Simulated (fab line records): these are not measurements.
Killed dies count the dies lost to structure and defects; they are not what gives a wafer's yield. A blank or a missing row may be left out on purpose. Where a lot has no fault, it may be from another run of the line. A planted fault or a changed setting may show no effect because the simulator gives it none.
fab line records -- flow nand_harc
record lots=6, wafers=18, last_day=23
route steps=1159 shown A_ONON_D1@426
lots that met no fault: from a run of the same line without faults
start_h: start of the lot's first displayed wafer, in hours after the record's first day -- wait_h: hours elapsed since this lot's preceding step -- " unchanged from the row above -- L1.1+2: a row that stands for several wafers -- - value missing, or start not given -- * or withheld: withheld -- < > ~ a bound
route shown NAME@n: names a module that has steps shown in the file, with the first one's number in the route -- usual: mean/standard deviation taken from wafers without a fault -- same: alike in all rows -- chamber/n: place in a boat -- sites: readings site by site -- _std_site: standard deviation of those values -- _edge_site: outer sites' mean less inner sites' -- radius_mm: how far each site lies from the wafer's centre -- mask NAME#n: copy n -- behind: the tool/chamber that last shaped the wafer -- hold: the reason the lot was held/the length of the hold in hours/how it ended -- device: which transistor (n, p or np) failed to switch -- end of line: the same wafers' tests at the end of the route -- a step with no rows: only its recipe -- killed: dies lost to structure and defects at the first sort, not the wafer's yield -- map: per-die view of a wafer (x killed, . not killed, _ where there is no die)
set.NAME: the setting as run; set.NAME@STEP: as run at that earlier step -- model.NAME: the simulator's own value behind a step, which no gauge read
lots seen at some steps along the route; tables by step, rows by wafer
services: from which hour (start_h, from the record's first day; less than 0 if before it) a tool's chamber was out of use, for how many hours, and why
## steps
# step NHARC_A_ONON_D1_DEP_03
# recipe target_thk_a=10000, n2_flow_sccm=2750, n2o_flow_sccm=2000, nh3_flow_sccm=500, sih4_flow_sccm=210, temp_c=400
# step NHARC_A_ONON_D1_THK_MEAS_05
# recipe thk_meas_gauge=ellipsometry
# usual thk_nm=1003/8.1
lot.wafer,tool,chamber,start_h,wait_h,thk_nm
L929.1,film_metro-02,-,204.44,-,1002
L929.3,film_metro-02,-,204.44,-,1003
L929.6,film_metro-02,-,204.44,-,1003
L937.1,film_metro-01,-,255.95,-,1013
L937.3,film_metro-01,-,255.95,-,1014
L937.6,film_metro-01,-,255.95,-,1013
L939.2,film_metro-02,-,266.65,-,1007
L939.4,film_metro-02,-,266.65,-,1007
L939.6,film_metro-02,-,266.65,-,1007
L942.1,film_metro-02,-,276.84,-,990
L942.3,film_metro-02,-,276.84,-,990
L942.5,film_metro-02,-,276.84,-,990
L941.3,film_metro-02,-,276.96,-,997
L941.4,film_metro-02,-,276.96,-,997
L941.6,film_metro-02,-,276.96,-,998
L944.1,film_metro-01,-,297.47,-,1008
L944.3,film_metro-01,-,297.47,-,1008
L944.5,film_metro-01,-,297.47,-,1007
# step NHARC_A_ONON_D1_DEP_06
# recipe target_thk_a=10000, n2_flow_sccm=2750, n2o_flow_sccm=2000, nh3_flow_sccm=500, sih4_flow_sccm=210, temp_c=400
# step NHARC_A_ONON_D1_THK_MEAS_08
# recipe thk_meas_gauge=ellipsometry
# usual thk_nm=1002/12
lot.wafer,tool,chamber,start_h,wait_h,thk_nm
L929.1,film_metro-01,-,205.00,-,1001
L929.3,film_metro-01,-,205.00,-,1000
L929.6,film_metro-01,-,205.00,-,999
L937.1,film_metro-01,-,256.52,-,994
L937.3,film_metro-01,-,256.52,-,992
L937.6,film_metro-01,-,256.52,-,993
L939.2,film_metro-01,-,267.22,-,1026
L939.4,film_metro-01,-,267.22,-,1026
L939.6,film_metro-01,-,267.22,-,1025
L942.1,film_metro-01,-,277.41,-,1015
L942.3,film_metro-01,-,277.41,-,1016
L942.5,film_metro-01,-,277.41,-,1016
L941.3,film_metro-01,-,277.52,-,988
L941.4,film_metro-01,-,277.52,-,989
L941.6,film_metro-01,-,277.52,-,988
L944.1,film_metro-02,-,298.04,-,1005
L944.3,film_metro-02,-,298.04,-,1003
L944.5,film_metro-02,-,298.04,-,1004
# step NHARC_A_ONON_D1_DEP_09
# recipe target_thk_a=10000, n2_flow_sccm=2750, n2o_flow_sccm=2000, nh3_flow_sccm=500, sih4_flow_sccm=210, temp_c=400
# step NHARC_A_ONON_D1_THK_MEAS_11
# recipe thk_meas_gauge=ellipsometry
# usual thk_nm=1002/10
lot.wafer,tool,chamber,start_h,wait_h,thk_nm
L929.1,film_metro-01,-,205.56,-,996
L929.3,film_metro-01,-,205.56,-,995
L929.6,film_metro-01,-,205.56,-,996
L937.1,film_metro-01,-,257.09,-,1004
L937.3,film_metro-01,-,257.09,-,1004
L937.6,film_metro-01,-,257.09,-,1004
L939.2,film_metro-01,-,267.79,-,999
L939.4,film_metro-01,-,267.79,-,1000
L939.6,film_metro-01,-,267.79,-,1001
L942.1,film_metro-01,-,277.98,-,1003
L942.3,film_metro-01,-,277.98,-,1003
L942.5,film_metro-01,-,277.98,-,1004
L941.3,film_metro-01,-,278.09,-,1003
L941.4,film_metro-01,-,278.09,-,1002
L941.6,film_metro-01,-,278.09,-,1003
L944.1,film_metro-02,-,298.61,-,1003
L944.3,film_metro-02,-,298.61,-,1001
L944.5,film_metro-02,-,298.61,-,1001
# step NHARC_A_ONON_D1_DEP_12
# recipe target_thk_a=10000, n2_flow_sccm=2750, n2o_flow_sccm=2000, nh3_flow_sccm=500, sih4_flow_sccm=210, temp_c=400
# step NHARC_A_ONON_D1_THK_MEAS_14
# recipe thk_meas_gauge=ellipsometry
# usual thk_nm=998/6.7
lot.wafer,tool,chamber,start_h,wait_h,thk_nm
L929.1,film_metro-02,-,206.15,-,1005
L929.3,film_metro-02,-,206.15,-,1006
L929.6,film_metro-02,-,206.15,-,1007
L937.1,film_metro-02,-,257.66,-,991
L937.3,film_metro-02,-,257.66,-,992
L937.6,film_metro-02,-,257.66,-,990
L939.2,film_metro-01,-,268.38,-,1002
L939.4,film_metro-01,-,268.38,-,1003
L939.6,film_metro-01,-,268.38,-,1001
L942.1,film_metro-01,-,278.54,-,1006
L942.3,film_metro-01,-,278.54,-,1007
L942.5,film_metro-01,-,278.54,-,1007
L941.3,film_metro-01,-,278.66,-,992
L941.4,film_metro-01,-,278.66,-,993
L941.6,film_metro-01,-,278.66,-,993
L944.1,film_metro-02,-,299.18,-,992
L944.3,film_metro-02,-,299.18,-,993
L944.5,film_metro-02,-,299.18,-,991
# step NHARC_A_ONON_D1_ANNEAL_15
# recipe temp_c=750, time_s=3600
# step NHARC_A_ONON_D1_DEP_16
# recipe target_thk_a=10000, n2_flow_sccm=2750, n2o_flow_sccm=2000, nh3_flow_sccm=500, sih4_flow_sccm=210, temp_c=400
# step NHARC_A_ONON_D1_THK_MEAS_18
# recipe thk_meas_gauge=ellipsometry
# usual thk_nm=1003/9.6
lot.wafer,tool,chamber,start_h,wait_h,thk_nm
L929.1,film_metro-01,-,214.87,-,1008
L929.3,film_metro-01,-,214.87,-,1008
L929.6,film_metro-01,-,214.87,-,1007
L937.1,film_metro-01,-,264.74,-,1004
L937.3,film_metro-01,-,264.74,-,1005
L937.6,film_metro-01,-,264.74,-,1004
L939.2,film_metro-02,-,275.50,-,992
L939.4,film_metro-02,-,275.50,-,993
L939.6,film_metro-02,-,275.50,-,990
L941.3,film_metro-02,-,285.68,-,1009
L941.4,film_metro-02,-,285.68,-,1009
L941.6,film_metro-02,-,285.68,-,1009
L942.1,film_metro-01,-,285.68,-,998
L942.3,film_metro-01,-,285.68,-,998
L942.5,film_metro-01,-,285.68,-,995
L944.1,film_metro-02,-,306.26,-,1014
L944.3,film_metro-02,-,306.26,-,1013
L944.5,film_metro-02,-,306.26,-,1013
# step NHARC_A_ONON_D1_DEP_19
# recipe target_thk_a=10000, n2_flow_sccm=2750, n2o_flow_sccm=2000, nh3_flow_sccm=500, sih4_flow_sccm=210, temp_c=400
lot.wafer,tool,chamber,start_h,wait_h
L929.1+3+6,pecvd_onon-04,0,214.93,0.1
L937.1+3+6,pecvd_onon-02,0,264.79,0.1
L939.2+4+6,pecvd_onon-04,0,275.62,0.1
L942.1+3+5,pecvd_onon-04,0,285.74,0.1
L941.3+4+6,pecvd_onon-02,0,285.85,0.2
L944.1+3+5,pecvd_onon-04,0,306.32,0.1
# step NHARC_A_ONON_D1_THK_MEAS_21
# recipe thk_meas_gauge=ellipsometry
# usual thk_nm=1000/9.6
lot.wafer,tool,chamber,start_h,wait_h,thk_nm
L929.1,film_metro-01,-,215.44,-,992
L929.3,film_metro-01,-,215.44,-,991
L929.6,film_metro-01,-,215.44,-,992
L937.1,film_metro-02,-,265.31,-,1017
L937.3,film_metro-02,-,265.31,-,1019
L937.6,film_metro-02,-,265.31,-,1018
L939.2,film_metro-01,-,276.07,-,998
L939.4,film_metro-01,-,276.07,-,995
L939.6,film_metro-01,-,276.07,-,995
L941.3,film_metro-02,-,286.25,-,1002
L941.4,film_metro-02,-,286.25,-,1002
L941.6,film_metro-02,-,286.25,-,1001
L942.1,film_metro-01,-,286.26,-,904
L942.3,film_metro-01,-,286.26,-,904
L942.5,film_metro-01,-,286.26,-,905
L944.1,film_metro-02,-,306.82,-,903
L944.3,film_metro-02,-,306.82,-,902
L944.5,film_metro-02,-,306.82,-,901
# step NHARC_A_ONON_D1_DEP_22
# recipe target_thk_a=10000, n2_flow_sccm=2750, n2o_flow_sccm=2000, nh3_flow_sccm=500, sih4_flow_sccm=210, temp_c=400
## services
tool,chamber,start_h,hours,kind
pecvd_onon-04,-,237.28,13.0,pm
pecvd_onon-02,-,292.00,13.0,pm
## key
first_sign step=NHARC_A_ONON_D1_THK_MEAS_21, reading=thk_nm, direction=down, sigmas=10, usual=1000, struck=903
effect none on later readings
met_at NHARC_A_ONON_D1_DEP_19
struck_wafers L942.1,L942.3,L942.5,L944.1,L944.3,L944.5
rows_end L942.1,L942.3,L942.5,L944.1,L944.3,L944.5
onset_between 275.62 285.74
also_fits time
fault kind=process_parameter_drift, tool=pecvd_onon-04, chamber=-, onset_h=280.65, steps=NHARC_A_ONON_D1_DEP_19, channel=target_thk_a, offset=*, shape=step, acts_in=*, stated=*
# rows_end: these wafers met a further fault down the route, and their rows from its step on are left out
